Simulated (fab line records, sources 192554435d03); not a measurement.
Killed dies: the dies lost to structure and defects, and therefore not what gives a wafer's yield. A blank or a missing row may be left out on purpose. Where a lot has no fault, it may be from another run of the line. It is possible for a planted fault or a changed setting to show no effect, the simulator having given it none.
One fault through the eyes of 2 desks || flow n5-finfet || every desk sees just its own numbers, and what lay behind them comes last

## FOR THE TOOL OWNER'S DESK: rie-diel-03
The tool's own readings at N5_SD_EPI_P_ETCH_36 (etches SiARC in CF4, target depth 45.5 nm, time 75.8 s): means of the sampled wafers that have a number, for each lot that ran on this tool. The brackets show how far a lot's mean lies from the usual mean; more than 4 standard deviations puts the lot out of limits, marked OUT.
Columns: A = drypump-motor-current-A at N5_SD_EPI_P_ETCH_36, usual 5.6 A; B = etch-rf-on-time-s at N5_SD_EPI_P_ETCH_36, usual 75.9 s; C = oes-product-au at N5_SD_EPI_P_ETCH_36, usual 0.64 a.u.; D = rf-vpp-V at N5_SD_EPI_P_ETCH_36, usual 184.1 V; E = showerhead-plenum-p-Torr at N5_SD_EPI_P_ETCH_36, usual 2.15 Torr; F = throttle-valve-pct at N5_SD_EPI_P_ETCH_36, usual 15.72 %
{"lot": "L227", "first seen here": "day 4 06:41", "A": 5.5, "B": 75.2, "C": 0.66, "D": 185.4, "E": 2.24, "F": 15.79}
{"lot": "L229", "first seen here": "day 4 15:23", "A": 5.4, "B": 74.7, "C": 0.67, "D": 183.2, "E": 2.13, "F": 15.85}
{"lot": "L242", "first seen here": "day 7 23:16", "A": 5.5, "B": "63.3 (-11) OUT", "C": 0.71, "D": 186.2, "E": 2.23, "F": 15.88}
{"lot": "L244", "first seen here": "day 8 07:19", "A": 5.6, "B": "63.8 (-11) OUT", "C": 0.73, "D": 183.7, "E": 2.10, "F": 15.86}
{"lot": "L246", "first seen here": "day 8 20:55", "A": 5.6, "B": "68.2 (-7.0) OUT", "C": 0.69, "D": 184.4, "E": 2.17, "F": 15.83}
This desk's verdict: out of limits on L242, L244, L246, starting with L242 at day 7 23:16 (etch-rf-on-time-s at N5_SD_EPI_P_ETCH_36). Within limits: L227, L229.

## AT THE METROLOGY DESK
What the gauges read for every lot (on any tool): the sampled wafers with a number, averaged. The brackets show how far a lot's mean lies from the usual mean; more than 4 standard deviations puts the lot out of limits, marked OUT. It has 11 readings; the 7 that lie furthest out on some lot are the ones shown.
Columns: A = cd-nm at N5_SD_EPI_P_CD_MEAS_09, usual 239.7 nm; B = DIBL_N at N5_BEOL_M4_RC_MEAS_101, usual 35.9 mV/V; C = IOFF_N at N5_BEOL_M4_RC_MEAS_101, usual 0.149 nA/um; D = IOFF_P at N5_BEOL_M4_RC_MEAS_101, usual 0.20 nA/um; E = ION_N at N5_BEOL_M4_RC_MEAS_101, usual 671 uA/um; F = ION_P at N5_BEOL_M4_RC_MEAS_101, usual 460 uA/um; G = VT_P at N5_BEOL_M4_RC_MEAS_101, usual -251 mV
{"lot": "L225", "first seen here": "day 3 09:42", "A": 239.7, "B": 35.7, "C": 0.145, "D": 0.20, "E": 669, "F": 459, "G": -250}
{"lot": "L227", "first seen here": "day 4 06:34", "A": 239.3, "B": 35.1, "C": 0.137, "D": 0.17, "E": 668, "F": 453, "G": -256}
{"lot": "L229", "first seen here": "day 4 15:05", "A": 239.8, "B": 35.5, "C": 0.133, "D": 0.17, "E": 670, "F": 458, "G": -252}
{"lot": "L232", "first seen here": "day 5 06:20", "A": 239.7, "B": 36.2, "C": 0.165, "D": 0.23, "E": 687, "F": 475, "G": -247}
{"lot": "L233", "first seen here": "day 5 11:39", "A": 239.8, "B": 34.2, "C": 0.133, "D": 0.18, "E": 664, "F": 464, "G": -250}
{"lot": "L236", "first seen here": "day 6 08:46", "A": 239.9, "B": 36.3, "C": 0.152, "D": 0.18, "E": 669, "F": 455, "G": -255}
{"lot": "L242", "first seen here": "day 7 23:04", "A": 241.1, "B": 35.6, "C": 0.129, "D": 0.17, "E": 674, "F": 460, "G": -254}
{"lot": "L244", "first seen here": "day 8 07:11", "A": 239.6, "B": 35.6, "C": 0.137, "D": 0.20, "E": 662, "F": 456, "G": -250}
{"lot": "L246", "first seen here": "day 8 20:43", "A": 241.1, "B": 38.2, "C": 0.190, "D": 0.25, "E": 687, "F": 470, "G": -247}
{"lot": "L247", "first seen here": "day 8 23:20", "A": 238.9, "B": 35.1, "C": 0.141, "D": 0.18, "E": 675, "F": 459, "G": -251}
This desk found nothing out of limits on any of the 10 lots.

## BROUGHT TOGETHER
On L242, L244, L246, at day 7 23:16, an alarm was possible from the tool owner's desk.
At the metrology desk, nothing out of limits was observed.
The metrology desk holds a record of L242, L244, L246, inside its limits.
N5_SD_EPI_P_ETCH_36 was run on rie-diel-03 by each of the lots named.

## WHAT THE SIMULATOR HAD PUT IN
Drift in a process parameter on rie-diel-03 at N5_SD_EPI_P_ETCH_36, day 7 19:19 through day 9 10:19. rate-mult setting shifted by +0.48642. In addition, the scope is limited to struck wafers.
Shown lots that were struck: L242, L244, L246.
Delay in hours, fault start to first out-of-limits reading, by desk: the tool owner's desk at 4.
